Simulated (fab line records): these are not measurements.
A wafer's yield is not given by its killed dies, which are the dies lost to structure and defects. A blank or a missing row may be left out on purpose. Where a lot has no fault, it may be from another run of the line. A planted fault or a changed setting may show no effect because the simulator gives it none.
Which tool did it? / flow nandHarc / 42 wafers from 14 lots sampled at 4 of the route's 1159 steps

## WHAT THE GAUGES READ, wafer by wafer
NHARC_P_CONTACT_INSPECT_14.
lot=L413; measured=day 5 11:02; on=defectInspect-02; rawDefectCount=3 4 1
lot=L414; measured=day 5 17:59; on=defectInspect-02; rawDefectCount=5 6 2
lot=L416; measured=day 6 05:34; on=defectInspect-01; rawDefectCount=4 4 3
lot=L415; measured=day 6 06:05; on=defectInspect-02; rawDefectCount=4 1 4
lot=L417; measured=day 6 16:12; on=defectInspect-01; rawDefectCount=3 1 0
lot=L421; measured=day 7 09:22; on=defectInspect-01; rawDefectCount=1 3 3
lot=L420; measured=day 7 10:04; on=defectInspect-02; rawDefectCount=0 3 2
lot=L422; measured=day 8 00:36; on=defectInspect-02; rawDefectCount=4 4 4
lot=L432; measured=day 10 09:57; on=defectInspect-01; rawDefectCount=3 2 1
lot=L431; measured=day 10 10:06; on=defectInspect-01; rawDefectCount=7 6 4
lot=L434; measured=day 10 15:19; on=defectInspect-01; rawDefectCount=2 2 4
lot=L433; measured=day 10 16:42; on=defectInspect-01; rawDefectCount=1 4 3
lot=L435; measured=day 11 01:08; on=defectInspect-01; rawDefectCount=4 6 4
lot=L436; measured=day 11 01:35; on=defectInspect-01; rawDefectCount=3 2 3

NHARC_P_CONTACT_CD_MEAS_19.
lot=L413; measured=day 5 11:58; on=cdSem-02; cdNm (nm)=89.6 90.0 89.3
lot=L414; measured=day 5 18:55; on=cdSem-03; cdNm (nm)=88.9 89.3 89.6
lot=L416; measured=day 6 06:29; on=cdSem-01; cdNm (nm)=91.9 91.5 90.2
lot=L415; measured=day 6 07:04; on=cdSem-02; cdNm (nm)=88.1 89.0 89.1
lot=L417; measured=day 6 17:08; on=cdSem-02; cdNm (nm)=89.9 91.7 89.7
lot=L421; measured=day 7 10:19; on=cdSem-03; cdNm (nm)=91.9 91.8 92.5
lot=L420; measured=day 7 11:01; on=cdSem-01; cdNm (nm)=89.6 89.2 88.7
lot=L422; measured=day 8 02:02; on=cdSem-02; cdNm (nm)=91.3 89.5 91.3
lot=L432; measured=day 10 11:05; on=cdSem-02; cdNm (nm)=89.5 90.3 90.1
lot=L431; measured=day 10 11:12; on=cdSem-03; cdNm (nm)=91.4 90.4 90.4
lot=L434; measured=day 10 16:15; on=cdSem-02; cdNm (nm)=92.0 90.9 90.0
lot=L433; measured=day 10 17:52; on=cdSem-03; cdNm (nm)=88.3 89.8 89.1
lot=L435; measured=day 11 02:05; on=cdSem-02; cdNm (nm)=87.9 90.2 91.7
lot=L436; measured=day 11 02:31; on=cdSem-03; cdNm (nm)=90.1 89.0 90.1

NHARC_P_M0_CD_MEAS_09 targets a cd of 90 nm.
lot=L413; measured=day 5 15:04; on=cdSem-03; cdNm (nm)=90.5 91.5 90.4
lot=L414; measured=day 6 01:08; on=cdSem-03; cdNm (nm)=89.2 89.3 89.4
lot=L416; measured=day 6 14:38; on=cdSem-03; cdNm (nm)=91.1 90.4 90.0
lot=L415; measured=day 6 14:55; on=cdSem-01; cdNm (nm)=89.9 90.3 90.6
lot=L417; measured=day 6 23:40; on=cdSem-01; cdNm (nm)=89.5 89.6 89.7
lot=L421; measured=day 7 21:22; on=cdSem-02; cdNm (nm)=89.8 89.9 90.2
lot=L420; measured=day 7 21:31; on=cdSem-03; cdNm (nm)=89.7 89.9 89.7
lot=L422; measured=day 8 05:12; on=cdSem-01; cdNm (nm)=89.9 91.0 90.2
lot=L432; measured=day 10 17:52; on=cdSem-02; cdNm (nm)=90.3 90.8 89.7
lot=L431; measured=day 10 18:24; on=cdSem-02; cdNm (nm)=89.6 89.5 89.7
lot=L434; measured=day 10 19:23; on=cdSem-03; cdNm (nm)=89.6 90.0 89.8
lot=L433; measured=day 10 21:07; on=cdSem-02; cdNm (nm)=89.3 89.8 89.2
lot=L435; measured=day 11 05:09; on=cdSem-02; cdNm (nm)=89.2 90.2 89.7
lot=L436; measured=day 11 05:49; on=cdSem-02; cdNm (nm)=89.6 90.5 90.6

## TOOL THAT RAN EACH LOT (tool first, then ch and the chambers of the sampled wafers, then the start)
lot=L413; NHARC_P_M0_DEP_00=pecvd-01 ch 0,1, day 5 14:20
lot=L414; NHARC_P_M0_DEP_00=pecvd-01 ch 0,1,2, day 6 00:21
lot=L416; NHARC_P_M0_DEP_00=pecvd-01 ch 0,1,2, day 6 13:53
lot=L415; NHARC_P_M0_DEP_00=pecvd-02 ch 0,1,2, day 6 14:10
lot=L417; NHARC_P_M0_DEP_00=pecvd-02 ch 0,2, day 6 22:50
lot=L421; NHARC_P_M0_DEP_00=pecvd-01 ch 0,2, day 7 20:32
lot=L420; NHARC_P_M0_DEP_00=pecvd-03 ch 0,1,2, day 7 20:38
lot=L422; NHARC_P_M0_DEP_00=pecvd-01 ch 0,1,2, day 8 04:29
lot=L432; NHARC_P_M0_DEP_00=pecvd-01 ch 1,2, day 10 17:02
lot=L431; NHARC_P_M0_DEP_00=pecvd-01 ch 0,2, day 10 17:37
lot=L434; NHARC_P_M0_DEP_00=pecvd-01 ch 0,1, day 10 18:38
lot=L433; NHARC_P_M0_DEP_00=pecvd-02 ch 0,1, day 10 20:09
lot=L435; NHARC_P_M0_DEP_00=pecvd-03 ch 0,1, day 11 04:27
lot=L436; NHARC_P_M0_DEP_00=pecvd-02 ch 0,1, day 11 04:59
- NHARC_P_M0_DEP_00: deposits SiOC, target thk 150 nm.

## AS READ BY THE TOOLS THEMSELVES (means over the sampled wafers that have a number; for cases with no such wafer, the mark the record gives instead)
NHARC_P_M0_DEP_00.
lot=L413; tool=pecvd-01; chamberPressureTorr (Torr)=4.995; rfFwdPowerW (W)=599.8
lot=L414; tool=pecvd-01; chamberPressureTorr (Torr)=5.006; rfFwdPowerW (W)=599.5
lot=L416; tool=pecvd-01; chamberPressureTorr (Torr)=4.999; rfFwdPowerW (W)=600.8
lot=L415; tool=pecvd-02; chamberPressureTorr (Torr)=5.001; rfFwdPowerW (W)=598.2
lot=L417; tool=pecvd-02; chamberPressureTorr (Torr)=4.992; rfFwdPowerW (W)=600.6
lot=L421; tool=pecvd-01; chamberPressureTorr (Torr)=-; rfFwdPowerW (W)=-
lot=L420; tool=pecvd-03; chamberPressureTorr (Torr)=-; rfFwdPowerW (W)=-
lot=L422; tool=pecvd-01; chamberPressureTorr (Torr)=4.997; rfFwdPowerW (W)=599.4
lot=L432; tool=pecvd-01; chamberPressureTorr (Torr)=4.998; rfFwdPowerW (W)=599.8
lot=L431; tool=pecvd-01; chamberPressureTorr (Torr)=4.995; rfFwdPowerW (W)=598.7
lot=L434; tool=pecvd-01; chamberPressureTorr (Torr)=5.005; rfFwdPowerW (W)=599.2
lot=L433; tool=pecvd-02; chamberPressureTorr (Torr)=4.990; rfFwdPowerW (W)=599.4
lot=L435; tool=pecvd-03; chamberPressureTorr (Torr)=5.005; rfFwdPowerW (W)=599.7
lot=L436; tool=pecvd-02; chamberPressureTorr (Torr)=5.000; rfFwdPowerW (W)=598.8

## THE ANSWER, worked out from the rows above alone
Rule: what is usual is taken from the lots themselves. The widest of any qualifying gaps counts: lots, ordered by their means at a reading, are off when they make up no more than a third of the lots, leave a main group of 4 or more, and stand apart from it by 3 or more times the standard deviation of that group's means. A main group is skipped when, at the precision printed for the reading in the tables above, its means are all equal. A lot without any number at a reading at which 4 lots or more have one is off too. Any other lot the step has rows for is counted as sound. The gauges are gone through in route order, then the tools' own readings, and for those a lot's mean is taken as printed above. The first step at which some lot is off is used, and at that step the reading that is off furthest; a lot without a number counts as furthest.
Off, at NHARC_P_M0_DEP_00 on chamberPressureTorr: L421, L420. Without a number there: L421, L420. Main group: mean 4.999 Torr, sd 0.0049.
A tool fits if, at that step or a process step before it, it ran every lot that is off, and no sound lot after the first of them. Not one of the candidates tried fits.

## WHAT THE SIMULATOR HAD PUT IN
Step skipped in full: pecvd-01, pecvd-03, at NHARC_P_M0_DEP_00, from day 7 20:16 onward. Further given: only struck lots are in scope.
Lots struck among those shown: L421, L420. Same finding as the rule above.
